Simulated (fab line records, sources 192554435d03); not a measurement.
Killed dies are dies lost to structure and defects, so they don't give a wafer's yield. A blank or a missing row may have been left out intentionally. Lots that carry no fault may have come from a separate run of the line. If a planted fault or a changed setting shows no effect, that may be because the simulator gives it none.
Which tool was responsible? || flow n5Finfet || 36 wafers sampled from 12 lots at 1 step of a route of 1938

WHAT THE GAUGES SHOWED, per wafer
N5_ZERO_LAYER_CD_MEAS_11: the cd target is 2000 nm.
{"lot": "L075", "measured": "day 1 18:46", "on": "cdSem-02", "cdNm (nm)": "1998.9 1998.7 1996.4"}
{"lot": "L077", "measured": "day 2 06:46", "on": "cdSem-03", "cdNm (nm)": "1998.1 2001.3 2000.2"}
{"lot": "L079", "measured": "day 2 18:38", "on": "cdSem-02", "cdNm (nm)": "2001.5 1999.7 1997.0"}
{"lot": "L081", "measured": "day 3 06:39", "on": "cdSem-02", "cdNm (nm)": "2001.0 2000.5 1999.7"}
{"lot": "L083", "measured": "day 3 18:38", "on": "cdSem-03", "cdNm (nm)": "2002.6 2000.7 2000.3"}
{"lot": "L085", "measured": "day 4 06:38", "on": "cdSem-02", "cdNm (nm)": "2000.9 2001.2 2000.1"}
{"lot": "L087", "measured": "day 4 18:40", "on": "cdSem-02", "cdNm (nm)": "1999.0 1999.3 1999.9"}
{"lot": "L089", "measured": "day 5 06:48", "on": "cdSem-02", "cdNm (nm)": "2001.7 2002.4 2001.0"}
{"lot": "L091", "measured": "day 5 18:40", "on": "cdSem-03", "cdNm (nm)": "2002.0 1998.7 1998.6"}
{"lot": "L093", "measured": "day 6 06:46", "on": "cdSem-02", "cdNm (nm)": "1999.1 2000.0 2000.2"}
{"lot": "L095", "measured": "day 6 18:38", "on": "cdSem-03", "cdNm (nm)": "2001.2 1999.6 2001.2"}
{"lot": "L097", "measured": "day 7 06:38", "on": "cdSem-02", "cdNm (nm)": "2002.6 2001.1 2002.2"}

TOOL THAT RAN EACH LOT (tool first, then ch and the chambers of the sampled wafers, then the start)
The record holds no process step before these readings.

THE ANSWER, worked out from the rows above alone
Rule: the lots themselves supply what counts as usual. The widest of any qualifying gaps counts: lots, ordered by their means at a reading, are off when they make up no more than a third of the lots, leave a main group of 4 or more, and stand apart from it by 3 or more times the standard deviation of that group's means. If all means in a main group match to the digits the tables above print for the reading, that group is not used. A lot without any number at a reading at which 4 lots or more have one is off too. The other lots that the step has rows for count as sound.
No lot is off at any reading shown: from this, nothing can be told.

WHAT HAD BEEN PUT IN BY THE SIMULATOR
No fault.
